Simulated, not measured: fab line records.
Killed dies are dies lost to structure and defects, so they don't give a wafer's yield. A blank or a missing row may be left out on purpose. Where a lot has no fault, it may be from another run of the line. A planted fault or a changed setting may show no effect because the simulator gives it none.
One fault seen from 3 desks -- flow n5_finfet -- each desk has only its own numbers; what lay behind them comes last

FROM THE METROLOGY DESK
What the gauges read, lot by lot, whatever tool the lot ran on: means of the sampled wafers that have a number. A lot is out of limits, marked OUT, if its mean lies more than 4 standard deviations from the usual mean; the brackets give that distance.
Columns: A = cd_nm at N5_PMOS_HMC_CHANNEL_EPI_CD_MEAS_09, usual 238.0 nm; B = PMOS_HMC_BLK_OVL at N5_PMOS_HMC_CHANNEL_EPI_OVL_MEAS_10, usual 0.1 nm
lot,first seen here,A,B
L864,day 2 10:53,239.5,1.0
L871,day 4 05:11,237.9,0.4
L872,day 4 11:09,239.4,0.6
L873,day 4 17:08,236.4,0.9
L876,day 5 11:16,237.5,0.6
L877,day 5 16:53,237.6,-0.1
L884,day 7 11:19,236.7,-0.3
This desk found nothing out of limits on any of the 7 lots.

AT THE TOOL OWNER'S DESK: rie_diel-03
The tool's own readings at N5_PMOS_HMC_CHANNEL_EPI_ETCH_32 (etches BARC in N2/H2, stops on SiO2, target depth 85.8 nm, time 50.3 s): means of the sampled wafers that have a number, for each lot that ran on this tool. A lot is out of limits, marked OUT, if its mean lies more than 4 standard deviations from the usual mean; the brackets give that distance.
Columns: A = drypump_motor_current_A at N5_PMOS_HMC_CHANNEL_EPI_ETCH_32, usual 5.6 A; B = oes_product_au at N5_PMOS_HMC_CHANNEL_EPI_ETCH_32, usual 0.66 a.u.; C = rf_vpp_V at N5_PMOS_HMC_CHANNEL_EPI_ETCH_32, usual 523.5 V; D = showerhead_plenum_p_Torr at N5_PMOS_HMC_CHANNEL_EPI_ETCH_32, usual 2.53 Torr; E = throttle_valve_pct at N5_PMOS_HMC_CHANNEL_EPI_ETCH_32, usual 18.10 %
lot,first seen here,A,B,C,D,E
L871,day 4 05:27,5.4,0.64,524.1,2.54,18.10
L872,day 4 11:16,5.3,0.63,524.4,2.55,18.03
L873,day 4 17:16,5.4,0.64,523.4,2.53,18.14
L884,day 7 11:26,5.6,0.63,523.0,2.48,18.21
This desk found nothing out of limits on any of the 4 lots.

THE DEFECT DESK
For each lot, the counts of the inspections along the route, averaged over the sampled wafers that have a number. A lot is out of limits, marked OUT, if its mean lies more than 4 standard deviations from the usual mean; the brackets give that distance.
Columns: A = raw_defect_count at N5_PMOS_HMC_CHANNEL_EPI_INSPECT_11, usual 2.0
lot,first seen here,A
L864,day 2 10:56,1.7
L871,day 4 05:14,4.0
L872,day 4 11:12,5.0
L873,day 4 17:11,2.7
L876,day 5 11:20,2.0
L877,day 5 16:56,1.7
L884,day 7 11:22,1.7
This desk found nothing out of limits on any of the 7 lots.

ALL TOGETHER
From the metrology desk's view, nothing was out of limits.
The tool owner's desk saw nothing out of limits.
Nothing out of limits was seen by the defect desk.

WHAT WAS PUT IN BY THE SIMULATOR
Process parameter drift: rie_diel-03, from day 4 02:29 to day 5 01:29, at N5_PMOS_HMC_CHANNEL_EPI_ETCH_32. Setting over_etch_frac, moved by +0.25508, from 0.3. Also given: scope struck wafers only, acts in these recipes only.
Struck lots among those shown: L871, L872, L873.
